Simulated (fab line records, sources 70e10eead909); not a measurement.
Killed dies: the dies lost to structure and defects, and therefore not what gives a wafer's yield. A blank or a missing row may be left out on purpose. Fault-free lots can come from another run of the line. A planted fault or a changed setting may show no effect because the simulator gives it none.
fab line records | flow nand_harc
record: lots: 10 wafers: 30 last_day: 24
route steps=1159 shown P_ZERO_WELL@46 P_STI@87 P_GATE@119 END@1159
lots with no fault: from the same line, run without faults
start_h: the number of hours between the record's first day and the start of the first shown wafer of the lot | wait_h: how many hours have passed since the lot's step before this one | " the same as in the row above | L1.1+2: one row covering several wafers at once | - no value present, or no start provided | * or withheld: withheld | < > ~ a bound
route shown NAME@n: a module of which the file shows steps, and the number in the route of the first | usual: mean/standard deviation of fault-free wafers | same: alike in all rows | chamber/n: place in a boat | sites: each site's reading | _std_site: standard deviation across them | _edge_site: inner sites' mean taken away from outer sites' mean | radius_mm: how far each site lies from the wafer's centre | mask NAME#n: copy n | behind: the most recent tool/chamber to have shaped the wafer | hold: why the lot went on hold/how many hours it stayed there/how the hold came to an end | device: which transistor (n, p or np) failed to switch | end of line: tests run on the same wafers once the route is complete | a step with no rows: only its recipe | killed: dies lost to structure and defects at the first sort, not the wafer's yield | map: a wafer's dies, marking killed ones x, the rest . and places with no die _
set.NAME: setting as actually run; set.NAME@STEP: the setting as run at that earlier step | model.NAME: the simulator's own value behind a step, which no gauge read
one table for each step of the route and one row for each wafer, over a sample of lots
services: from which hour (start_h, from the record's first day; less than 0 if before it) a tool's chamber was out of use, for how many hours, and why
== steps ==
step: NHARC_P_ZERO_WELL_DESCUM_39
recipe: time_s: 3 o2_flow_sccm: 200 ar_flow_sccm: 0 bias_power_w: 0 chemistry: O2
usual: drypump_motor_current_A: 5.7/0.5 oes_product_au: 1.000/0.0095 rf_vpp_V: 57.7/0.91 showerhead_plenum_p_Torr: 1.92/0.071 throttle_valve_pct: 11.312/0.0082
columns lot.wafer tool chamber start_h wait_h drypump_motor_current_A oes_product_au rf_hours_counter_h rf_vpp_V showerhead_plenum_p_Torr throttle_valve_pct
L169.2 rie_diel-08 2 16.16 - 5.5 1.000 5 57.3 1.85 11.313
L169.1 " 3 " " 5.4 0.987 5 57.3 1.92 11.316
L169.3 " 1 " " 6.1 1.013 5 57.9 1.81 11.311
L172.2 rie_diel-05 1 34.01 - 6.4 1.004 3 59.4 1.96 11.296
L172.3 " 0 " " 6.0 1.012 3 58.0 1.99 11.329
L172.5 " 1 " " 6.4 1.009 - 58.0 1.96 11.305
L179.4 rie_diel-05 3 76.30 - 5.2 1.011 7 58.9 2.00 11.315
L179.5 " 0 " " 6.0 1.006 - 57.3 1.99 11.312
L179.6 " 1 " " 6.4 1.014 - 57.3 1.96 11.316
L180.3 rie_diel-05 2 82.30 - 5.0 0.992 7 59.5 1.87 11.305
L180.2 " 3 " " 5.2 1.012 7 57.6 2.00 11.307
L180.5 " 1 " " 6.4 1.013 - 57.5 1.96 11.301
L183.3 rie_diel-08 1 100.34 - 6.1 1.005 10 55.0 1.81 11.311
L183.5 " 3 " " 5.4 0.991 - 57.7 1.91 11.309
L183.6 " 0 " " 5.6 0.992 - 58.1 1.81 11.304
L186.3 rie_diel-12 0 118.15 - 6.2 1.005 5 57.5 1.87 11.308
L186.1 " 2 " " 6.4 1.005 5 59.6 2.06 11.311
L186.4 " 3 " " 6.7 0.979 5 57.9 1.96 11.313
L188.3 rie_diel-05 3 130.18 - 5.2 1.013 11 59.8 2.00 11.299
L188.1 " 0 " " 6.0 0.999 11 57.6 1.99 11.311
L188.6 " 2 " " 5.0 0.992 - 56.5 1.87 11.298
L189.4 rie_diel-12 3 136.29 - 6.6 0.984 6 57.6 1.96 11.326
L189.2 " 1 " " 5.8 0.994 7 58.4 1.94 11.313
L189.3 " 2 " " 6.4 0.993 7 58.9 2.06 11.307
L190.3 rie_diel-05 2 142.26 - 5.0 0.986 12 56.4 1.87 11.305
L190.5 " 2 " " 5.0 0.986 - 57.6 1.87 11.317
L190.6 " 3 " " 5.2 1.011 - 58.4 2.00 11.306
L191.1 rie_diel-08 2 148.43 - 5.5 0.997 2 57.9 1.85 11.319
L191.6 " 0 " " 5.6 1.009 - 58.5 1.81 11.307
L191.5 " 1 " " 6.1 1.004 - 56.9 1.81 11.304
step: NHARC_P_STI_DESCUM_14
recipe: time_s: 3 o2_flow_sccm: 200 ar_flow_sccm: 0 bias_power_w: 0 chemistry: O2
usual: drypump_motor_current_A: 5.9/0.46 oes_product_au: 1.002/0.0098 rf_vpp_V: 57.7/0.91 showerhead_plenum_p_Torr: 1.90/0.091 throttle_valve_pct: 11.310/0.01
columns lot.wafer tool chamber start_h wait_h drypump_motor_current_A oes_product_au rf_hours_counter_h rf_vpp_V showerhead_plenum_p_Torr throttle_valve_pct
L169.3 rie_diel-09 1 37.61 - 5.2 1.005 7.5 59.8 2.06 11.313
L169.1 " 2 " " 5.7 1.011 7.7 56.9 1.87 11.317
L169.2 " 3 " " 5.4 0.997 7.7 57.9 2.01 11.307
L172.2 rie_diel-13 0 49.81 - 6.1 1.010 2.5 56.5 1.84 11.309
L172.3 " 1 " " 6.0 0.988 2.7 58.5 1.94 11.319
L172.5 " 0 " " 6.1 1.007 - 58.8 1.84 11.311
L179.4 rie_diel-13 2 95.18 - 5.9 1.004 3.8 57.1 1.81 11.312
L179.6 " 3 " " 6.6 1.007 - 56.8 1.95 11.306
L179.5 " 0 " " 6.1 1.015 - 56.1 1.84 11.324
L180.3 rie_diel-06 3 101.18 - 6.6 1.014 0.5 56.8 1.90 11.311
L180.2 " 0 " " 5.6 0.989 0.6 57.3 2.06 11.304
L180.5 " 2 " " 5.7 1.010 - 57.7 1.78 11.310
L183.3 rie_diel-06 3 121.37 - 6.6 0.995 1.6 57.3 1.90 11.330
L183.5 " 2 " " 5.7 1.006 - 57.9 1.78 11.306
L183.6 " 1 " " 5.3 1.001 - 55.8 1.83 11.299
L186.3 rie_diel-09 1 136.85 - 5.2 0.999 3.0 59.4 2.06 11.322
L186.4 " 2 " " 5.7 1.021 2.9 57.1 1.87 11.323
L186.1 " 3 " " 5.5 0.981 3.0 58.2 2.01 11.302
L188.3 rie_diel-09 0 149.12 - 5.7 1.024 3.9 58.6 1.83 11.318
L188.1 " 1 " " 5.2 0.993 3.8 59.1 2.06 11.286
L188.6 " 0 " " 5.7 1.005 - 55.8 1.83 11.292
L189.2 rie_diel-13 2 157.08 - 5.9 1.000 1.5 57.9 1.81 11.308
L189.3 " 3 " " 6.6 0.990 1.6 57.6 1.95 11.303
L189.4 " 1 " " 5.9 0.999 1.5 58.8 1.94 11.304
L190.3 rie_diel-13 3 161.00 - 6.7 0.989 1.7 56.7 1.95 11.302
L190.6 " 2 " " 5.9 0.997 - 57.3 1.81 11.311
L190.5 " 3 " " 6.6 0.989 - 57.9 1.95 11.319
L191.1 rie_diel-06 0 169.31 - 5.6 0.993 2.7 57.2 2.06 11.303
L191.6 " 3 " " 6.6 1.005 - 59.0 1.90 11.312
L191.5 " 0 " " 5.6 0.991 - 59.6 2.06 11.321
step: NHARC_P_GATE_EXPOSE_08
recipe: na: 0.6 dose_mj: 16.75 mask_id: P_HV
usual: exposure_dose_mJ_cm2: 16.751/0.018 focus_offset_nm: -0.1/0.6
columns lot.wafer tool chamber start_h wait_h mask exposure_dose_mJ_cm2 focus_offset_nm
L169.1 krf_scanner-02 0 76.16 - P_HV#0 16.789 0.1
L169.2 " 0 " " P_HV#0 16.752 -0.3
L169.3 " 0 " " P_HV#0 16.748 -1.2
L172.2 krf_scanner-01 0 82.01 - P_HV#0 16.739 -0.3
L172.3 " 0 " " P_HV#0 16.776 0.6
L172.5 " 0 " " P_HV#0 16.751 0.6
L179.4 krf_scanner-03 - 133.59 - P_HV#0 - -
L179.5 " - " " P_HV#0 - -
L179.6 " - " " P_HV#0 - -
L180.2 krf_scanner-03 - 133.61 - P_HV#0 - -
L180.3 " - " " P_HV#0 - -
L180.5 " - " " P_HV#0 - -
L183.3 krf_scanner-02 0 163.12 - P_HV#0 16.740 -0.4
L183.5 " 0 " " P_HV#0 16.764 0.6
L183.6 " 0 " " P_HV#0 16.766 0.4
L186.1 krf_scanner-01 0 177.89 - P_HV#0 16.750 0.5
L186.3 " 0 " " P_HV#0 16.740 1.0
L186.4 " 0 " " P_HV#0 16.794 -0.1
L188.1 krf_scanner-03 0 183.03 - P_HV#0 16.773 0.1
L188.3 " 0 " " P_HV#0 16.762 0.4
L188.6 " 0 " " P_HV#0 16.748 0.3
L189.2 krf_scanner-01 0 194.81 - P_HV#0 16.729 0.0
L189.3 " 0 " " P_HV#0 16.737 0.6
L189.4 " 0 " " P_HV#0 16.764 -0.7
L190.3 krf_scanner-01 0 200.10 - P_HV#0 16.730 0.0
L190.5 " 0 " " P_HV#0 16.757 0.7
L190.6 " 0 " " P_HV#0 16.754 -0.4
L191.1 krf_scanner-03 0 208.34 - P_HV#0 16.738 -1.1
L191.5 " 0 " " P_HV#0 16.753 -1.0
L191.6 " 0 " " P_HV#0 16.752 -1.2
step: NHARC_P_GATE_CD_MEAS_11
recipe: target_cd_nm: 1640 landing_energy_ev: 500
usual: cd_nm: 1639.9/1.7
columns lot.wafer tool chamber start_h wait_h cd_nm
L169.1 cd_sem-02 0 76.31 - 1641.4
L169.2 " 0 " " 1641.6
L169.3 " 0 " " 1638.4
L172.2 cd_sem-03 0 82.17 - 1639.7
L172.3 " 0 " " 1641.8
L172.5 " 0 " " 1640.1
L179.4 cd_sem-03 0 133.74 - -
L179.5 " 0 " " -
L179.6 " 0 " " -
L180.2 cd_sem-01 0 133.77 - -
L180.3 " 0 " " -
L180.5 " 0 " " -
L183.3 cd_sem-03 0 163.27 - 1636.3
L183.5 " 0 " " 1638.3
L183.6 " 0 " " 1639.3
L186.1 cd_sem-02 0 178.05 - 1639.9
L186.3 " 0 " " 1640.8
L186.4 " 0 " " 1640.2
L188.1 cd_sem-02 0 183.18 - 1638.9
L188.3 " 0 " " 1642.8
L188.6 " 0 " " 1639.7
L189.2 cd_sem-03 0 194.97 - 1642.8
L189.3 " 0 " " 1641.1
L189.4 " 0 " " 1639.0
L190.3 cd_sem-01 0 200.25 - 1640.7
L190.5 " 0 " " 1637.5
L190.6 " 0 " " 1638.4
L191.1 cd_sem-01 0 208.49 - 1643.5
L191.5 " 0 " " 1638.9
L191.6 " 0 " " 1639.3
step: NHARC_P_GATE_OVL_MEAS_27
usual: overlay_x_nm: 0.0/0.67 overlay_y_nm: 0.0/0.58
columns lot.wafer tool chamber start_h wait_h overlay_x_nm overlay_y_nm
L169.1 overlay-01 - 89.97 - 0.0 1.1
L169.2 " - " " 0.2 0.8
L169.3 " - " " 0.1 0.5
L172.2 overlay-01 - 96.25 - 0.6 0.0
L172.3 " - " " 0.9 -0.6
L172.5 " - " " 0.2 -0.7
L180.2 overlay-01 - 148.70 - -1.0 -0.4
L180.3 " - " " -1.5 -0.8
L180.5 " - " " -0.7 -0.6
L179.4 overlay-02 - 149.15 - 1.7 0.0
L179.5 " - " " 1.6 0.0
L179.6 " - " " 1.9 0.0
L183.3 overlay-02 - 180.61 - 0.2 -0.2
L183.5 " - " " 0.3 -0.1
L183.6 " - " " -0.2 0.3
L186.1 overlay-02 - 192.47 - 0.6 -0.6
L186.3 " - " " 0.6 -0.1
L186.4 " - " " 1.1 -0.2
L188.1 overlay-02 - 196.92 - -0.2 0.2
L188.3 " - " " 0.0 -0.6
L188.6 " - " " -0.4 -0.1
L189.2 overlay-02 - 209.46 - 0.4 0.6
L189.3 " - " " 0.7 0.1
L189.4 " - " " 0.8 0.4
L190.3 overlay-02 - 214.21 - -0.3 0.7
L190.5 " - " " -0.7 0.4
L190.6 " - " " -0.8 0.5
L191.1 overlay-02 - 222.85 - 0.6 1.0
L191.5 " - " " 0.4 0.8
L191.6 " - " " 0.2 1.1
step: NHARC_P_GATE_INSPECT_28
usual: raw_defect_count: 6/3.1
columns lot.wafer tool chamber start_h wait_h raw_defect_count
L169.1 defect_inspect-02 - 90.01 0.0 8
L169.2 " - " " 8
L169.3 " - " " 7
L172.2 defect_inspect-02 - 96.29 0.0 5
L172.3 " - " " 12
L172.5 " - " " 8
L180.2 defect_inspect-02 - 148.73 0.0 1130
L180.3 " - " " 1058
L180.5 " - " " 1093
L179.4 defect_inspect-02 - 149.18 0.0 1092
L179.5 " - " " 1078
L179.6 " - " " 1128
L183.3 defect_inspect-02 - 180.65 0.0 9
L183.5 " - " " 8
L183.6 " - " " 8
L186.1 defect_inspect-02 - 192.50 0.0 6
L186.3 " - " " 6
L186.4 " - " " 9
L188.1 defect_inspect-01 - 196.96 0.0 6
L188.3 " - " " 7
L188.6 " - " " 7
L189.2 defect_inspect-02 - 209.49 0.0 5
L189.3 " - " " 4
L189.4 " - " " 7
L190.3 defect_inspect-02 - 214.25 0.0 13
L190.5 " - " " 3
L190.6 " - " " 5
L191.1 defect_inspect-01 - 222.88 0.0 8
L191.5 " - " " 5
L191.6 " - " " 12
step: NHARC_P_GATE_INSPECT_68
usual: raw_defect_count: 196/70
columns lot.wafer tool chamber start_h wait_h raw_defect_count
L169.1 defect_inspect-02 - 109.54 0.2 102
L169.2 " - " " 145
L169.3 " - " " 120
L172.2 defect_inspect-01 - 115.87 0.1 180
L172.3 " - " " 177
L172.5 " - " " 253
L180.2 defect_inspect-02 - 167.19 0.1 1359
L180.3 " - " " 1233
L180.5 " - " " 1230
L179.4 defect_inspect-02 - 167.74 0.1 1290
L179.5 " - " " 1299
L179.6 " - " " 1354
L183.3 defect_inspect-02 - 200.36 0.1 196
L183.5 " - " " 198
L183.6 " - " " 176
L186.1 defect_inspect-01 - 211.96 0.2 169
L186.3 " - " " 158
L186.4 " - " " 148
L188.1 defect_inspect-02 - 218.32 0.2 210
L188.3 " - " " 172
L188.6 " - " " 263
L189.2 defect_inspect-02 - 227.76 0.1 142
L189.3 " - " " 193
L189.4 " - " " 238
L190.3 defect_inspect-02 - 237.84 0.1 129
L190.5 " - " " 250
L190.6 " - " " 233
L191.1 defect_inspect-02 - 241.34 0.2 236
L191.5 " - " " 461
L191.6 " - " " 260
step: NHARC_END_SORT_01
recipe: temp_c: 25
usual: killed_at_array: 26/10 killed_at_other: 0.5/0.87 killed_at_periphery: 3.0/2.5 killed_dies: 29/11 killed_open: 3.3/1.9 killed_short: 1.8/1.5
same: gross_dies: 677
columns lot.wafer tool chamber start_h wait_h killed_at_array killed_at_other killed_at_periphery killed_dies killed_open killed_short
L179.4 prober-02 0 501.54 3.4 41 0 636 677 7 0
L179.5 prober-02 0 502.35 3.7 32 1 644 677 5 0
L179.6 prober-02 0 503.15 4.0 38 0 639 677 1 0
L180.2 prober-01 0 512.30 2.8 15 1 661 677 4 1
L180.3 prober-01 0 513.09 3.1 23 0 654 677 3 0
L180.5 prober-01 0 514.68 3.7 23 1 653 677 7 3
L186.1 prober-01 0 557.93 2.5 32 1 4 37 2 5
L186.3 prober-01 0 559.51 3.1 32 0 4 36 4 2
killed by level:class
L179.4 P_GATE:area_expose=634 A_CHANNEL_HOLE_D1:chamber_film_flake=19 A_SLIT:chamber_film_flake=10 A_M1:chamber_film_flake=3 A_STAIRCASE:chamber_film_flake=2 A_CONTACT:chamber_film_flake=2 P_GATE:geometric_particle:open=1 P_CONTACT:geometric_particle:open=1
L179.5 P_GATE:area_expose=643 A_CHANNEL_HOLE_D1:chamber_film_flake=11 A_SLIT:chamber_film_flake=11 A_CONTACT:chamber_film_flake=4 A_M1:chamber_film_flake=2 P_GATE:geometric_particle:open=1 A_ONON_D1:geometric_particle:open=1 A_SGD_CUT:geometric_particle:open=1
L179.6 P_GATE:area_expose=638 A_CHANNEL_HOLE_D1:chamber_film_flake=16 A_SLIT:chamber_film_flake=14 A_STAIRCASE:chamber_film_flake=2 A_CONTACT:chamber_film_flake=2 A_M1:chamber_film_flake=2 P_CONTACT:geometric_particle:open=1 A_CHANNEL_FILL_D1:chamber_film_flake=1
L180.2 P_GATE:area_expose=656 A_SLIT:chamber_film_flake=7 A_CHANNEL_HOLE_D1:chamber_film_flake=3 A_STAIRCASE:chamber_film_flake=2 P_GATE:geometric_particle:open=1 P_CONTACT:geometric_particle:open=1 P_M0:geometric_particle:open=1 A_CONTACT:geometric_particle:open=1
L180.3 P_GATE:area_expose=650 A_SLIT:chamber_film_flake=11 A_STAIRCASE:chamber_film_flake=4 A_CONTACT:chamber_film_flake=4 A_CHANNEL_HOLE_D1:chamber_film_flake=3 P_GATE:geometric_particle:open=1 P_CONTACT:geometric_particle:open=1 A_CONTACT:geometric_particle:open=1
L180.5 P_GATE:area_expose=650 A_SLIT:chamber_film_flake=12 A_CONTACT:geometric_particle:open=2 A_BLC:geometric_particle:open=2 A_CONTACT:chamber_film_flake=2 P_CONTACT:geometric_particle:open=1 P_M0:geometric_particle:short=1 P_M2:geometric_particle:open=1
L186.1 A_CHANNEL_HOLE_D1:chamber_film_flake=20 A_STAIRCASE:chamber_film_flake=4 A_CONTACT:chamber_film_flake=4 P_GATE:geometric_particle:short=1 P_CONTACT:geometric_particle:short=1 P_M0:geometric_particle:short=1 A_SOURCE_PLATE:geometric_particle:open=1 A_STAIRCASE:geometric_particle:short=1
L186.3 A_CHANNEL_HOLE_D1:chamber_film_flake=16 A_CONTACT:chamber_film_flake=9 P_STI:chamber_film_flake=2 P_GATE:geometric_particle:short=1 A_CHANNEL_FILL_D1:geometric_particle:open=1 A_SGD_CUT:geometric_particle:open=1 A_WL_FILL:geometric_particle:open=1 A_CONTACT:geometric_particle:short=1
== services ==
columns tool chamber start_h hours kind
krf_scanner-03 - -4.00 4.0 pm
rie_diel-13 0 10.23 8.2 repair
krf_scanner-01 - 15.02 0.2 repair
rie_diel-08 1 53.21 7.6 repair
krf_scanner-01 - 56.08 1.3 repair
rie_diel-06 - 64.20 9.0 pm
rie_diel-09 2 72.09 7.1 repair
rie_diel-09 - 77.10 9.0 pm
krf_scanner-01 - 84.00 4.0 pm
rie_diel-13 - 99.00 9.0 pm
rie_diel-09 3 105.47 5.6 repair
rie_diel-06 0 121.33 20.3 repair
rie_diel-08 - 125.07 9.0 pm
rie_diel-09 3 139.04 7.7 repair
rie_diel-13 - 140.30 0.4 repair
krf_scanner-01 - 147.75 7.0 repair
rie_diel-09 3 148.45 9.0 repair
rie_diel-05 - 163.64 9.0 pm
rie_diel-08 - 164.97 0.2 repair
krf_scanner-03 - 168.00 4.0 pm
rie_diel-08 - 173.37 0.3 repair
rie_diel-13 2 182.80 5.6 repair
rie_diel-09 2 195.21 9.0 repair
rie_diel-06 3 201.27 4.0 repair
== key ==
first_sign: step: NHARC_P_GATE_EXPOSE_08 reading: tool_record direction: missing
effect: step: NHARC_P_GATE_CD_MEAS_11 reading: cd_nm direction: missing
effect: step: NHARC_P_GATE_INSPECT_28 reading: raw_defect_count direction: up sigmas: 99+ usual: 6 struck: 1096
effect: step: NHARC_P_GATE_INSPECT_68 reading: raw_defect_count direction: up sigmas: 16 usual: 196 struck: 1294
effect: step: NHARC_END_SORT_01 reading: killed_at_periphery direction: up sigmas: 99+ usual: 3.0 struck: 647.8
more_kills_born_at: NHARC_P_GATE_EXPOSE_08@krf_scanner-03: 3871
met_at NHARC_P_GATE_EXPOSE_08
struck_lots L179,L180
later_rows_left_out L179.4,L179.5,L179.6,L180.2,L180.3,L180.5
tester_left_out L179,L180
not_acting_at NHARC_P_ZERO_WELL_DESCUM_39,NHARC_P_STI_DESCUM_14,NHARC_P_GATE_OVL_MEAS_27
fault: kind: skipped_step_whole tool: krf_scanner-03 chamber: - onset_h: 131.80 steps: NHARC_P_GATE_EXPOSE_08 scope: struck_lots_only
tester_left_out: of these lots the tester's yield and bins aren't shown, on N5 and GAA mostly nor the transistor test; their killed dies are dies lost to structure and defects alone, not to doping, threshold or leakage, so they don't give the yield
later_rows_left_out: the simulator's readings of these wafers behind a module that went badly wrong aren't trusted and aren't shown, but for the sort
